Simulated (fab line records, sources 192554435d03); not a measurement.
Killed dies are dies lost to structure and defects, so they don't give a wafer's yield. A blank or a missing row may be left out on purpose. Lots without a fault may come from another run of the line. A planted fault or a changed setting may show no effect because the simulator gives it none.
A struck lot beside a sound one | flow n5_finfet | 14 steps out of a route of 1938
Sound: wafers L928.1, L928.2, L928.3. Struck: wafers L921.2, L921.3, L921.6. The cause comes at the end.
At each step with rows: each side's tool, then ch and its chambers, then its first start. Under that, the readings that differ: sound wafers | struck wafers | difference of the means | sigmas: that difference in standard deviations of wafers without a fault.
alike: readings whose means differ by less than 2 such deviations, and words and numbers that are the same on both sides. not compared: withheld readings, readings that some wafer has no value for, bounds like >300 that may hide the same value, and numbers for which the record gives no deviation and whose values overlap.
The two part at a step that has a row with sigmas, a row that says differs or no value, or rows on one side only. Numbers that don't overlap but have no deviation are shown without sigmas and don't part them. A reading that every wafer of one side lacks parts them only if that side has two wafers or more.

first, 1 step without rows for these wafers: N5_BEOL_M10_STRIP_68 (strips in N2/H2).
N5_BEOL_M10_STRIP_67: strips in CF4.
  sound on rie_diel-01 ch 0,1,3, day 14 22:06; struck on rie_diel-02 ch 0,1,2, day 13 10:54
  alike: drypump_motor_current_A, oes_product_au, power_w, rf_vpp_V, showerhead_plenum_p_Torr, throttle_valve_pct
  not compared: rf_hours_counter_h
N5_BEOL_M10_HM_OPEN_17: chemistry Cl2/BCl3, target TiN, target depth 20 nm, overetch 6 nm.
  sound on rie_metal-03 ch 0,1, day 14 22:08; struck on rie_metal-01 ch 0,1, day 13 10:56
  alike: drypump_motor_current_A, oes_product_au, throttle_valve_pct
  not compared: rf_hours_counter_h
N5_BEOL_M10_STRIP_19: strips in O2.
  sound on rie_diel-05 ch 1,2,3, day 14 22:15; struck on rie_diel-05 ch 0,1,3, day 13 11:03
  reading      | sound       | struck      | difference | sigmas
  rf_vpp_V (V) | 2.8 4.1 3.2 | 5.1 4.9 3.9 | +1.3       | +2
  alike: drypump_motor_current_A, oes_product_au, showerhead_plenum_p_Torr, throttle_valve_pct
  not compared: rf_hours_counter_h
N5_BEOL_M10_CD_MEAS_18: pitch 140 nm, target cd 70 nm.
  sound on cd_sem-02, day 14 22:19; struck on cd_sem-02, day 13 11:07
  alike: cd_nm
then, 7 steps without rows for these wafers: N5_BEOL_M10_COAT_63 (time 60 s, resist thk 100 nm); N5_BEOL_M10_COAT_64 (time 60 s, resist thk 30 nm); N5_BEOL_M10_COAT_22 (resist thk 90 nm); N5_BEOL_M10_EBR_24; N5_BEOL_M10_SOFTBAKE_23 (time 60 s); N5_BEOL_M10_EXPOSE_25 (exposes mask V9); N5_BEOL_M10_PEB_26 (peb time 60 s).
N5_BEOL_M10_DEVELOP_27: develop time 30 s.
  sound on litho_track-04 ch 0, day 15 00:16; struck on litho_track-03, day 13 12:58
  no value came back on the struck wafers for chill_plate_temp_C (C), develop_time_s (s), developer_temp_C (C); on the sound wafers chill_plate_temp_C (C) reads 23.01 23.12 23.12
  reading                                       | sound          | struck       | difference | sigmas
  model.CAR-ArF_of_BEOL_M10_COAT_22.thk_nm (nm) | 88.2 88.8 88.2 | 89.8 89.8 90 | +1.5       |
N5_BEOL_M10_CD_MEAS_28: target cd 70 nm.
  sound on cd_sem-01 ch 0, day 15 00:20; struck on cd_sem-01 ch 0, day 13 13:02
  reading    | sound          | struck | difference                    | sigmas
  cd_nm (nm) | 69.8 70.8 70.9 | - - -  | no value on the struck wafers |

WHERE THEY PART
First at N5_BEOL_M10_STRIP_19; last, within this record, at N5_BEOL_M10_CD_MEAS_28.

WHY: what the simulator had put in
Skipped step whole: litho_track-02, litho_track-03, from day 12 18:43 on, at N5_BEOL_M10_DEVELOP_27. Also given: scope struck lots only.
